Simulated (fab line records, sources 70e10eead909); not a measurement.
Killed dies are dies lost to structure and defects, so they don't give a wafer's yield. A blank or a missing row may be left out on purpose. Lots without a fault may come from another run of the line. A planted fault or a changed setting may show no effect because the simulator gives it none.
Chamber matching | flow nand_harc | NHARC_THIN_TSV_CMP_01 on cmp-01: 4 sister chambers
The step polishes. 8 wafers are shown with their chamber, then 12 later ones without.

WAFERS WITH THEIR CHAMBER
wafer  | chamber | motor_current_A (A)
L084.2 | 1       | 10.2
L084.4 | 3       | 12.5
L086.4 | 3       | 12.7
L086.6 | 0       | 10.6
L089.1 | 1       | 9.7
L091.3 | 0       | 11.3
L091.4 | 2       | 9.0
L091.6 | 2       | 8.7

WAFERS WITHOUT THEIR CHAMBER
wafer  | motor_current_A (A)
L091.1 | 12.4
L091.2 | 9.3
L091.5 | 13.3
L088.3 | 10.1
L088.4 | 8.2
L088.6 | 11.2
L097.1 | 13.5
L097.2 | 8.8
L097.5 | 13.2
L097.3 | 11.3
L097.4 | 9.9
L097.6 | 11.8

WHICH CHAMBER EACH WENT THROUGH
wafer  | from the rows above     | in truth
L091.1 | 3                       | 3
L091.2 | can't be placed: 2 or 1 | 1
L091.5 | 3                       | 3
L088.3 | 1                       | 1
L088.4 | 2                       | 2
L088.6 | 0                       | 0
L097.1 | 3                       | 3
L097.2 | 2                       | 2
L097.5 | 3                       | 3
L097.3 | 0                       | 0
L097.4 | 1                       | 1
L097.6 | can't be placed: 3 or 0 | 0
Placed correctly: 10 of 12. Can't be placed from these rows: 2 (the true chamber is among the candidates in 2). Placed wrongly: 0.
How it was worked out, from the rows above alone: a wafer's distance from a chamber is the root of the sum, over the readings, of the square of ((its reading less the chamber's mean) divided by the reading's scatter). The wafer belongs to the nearest chamber; if the next one is less than 2 further off, it can't be placed. A chamber's mean is the mean of its shown wafers. The scatter: the root of (the sum of the squares of (reading less its chamber's mean) over the shown wafers, divided by (wafers less chambers)).
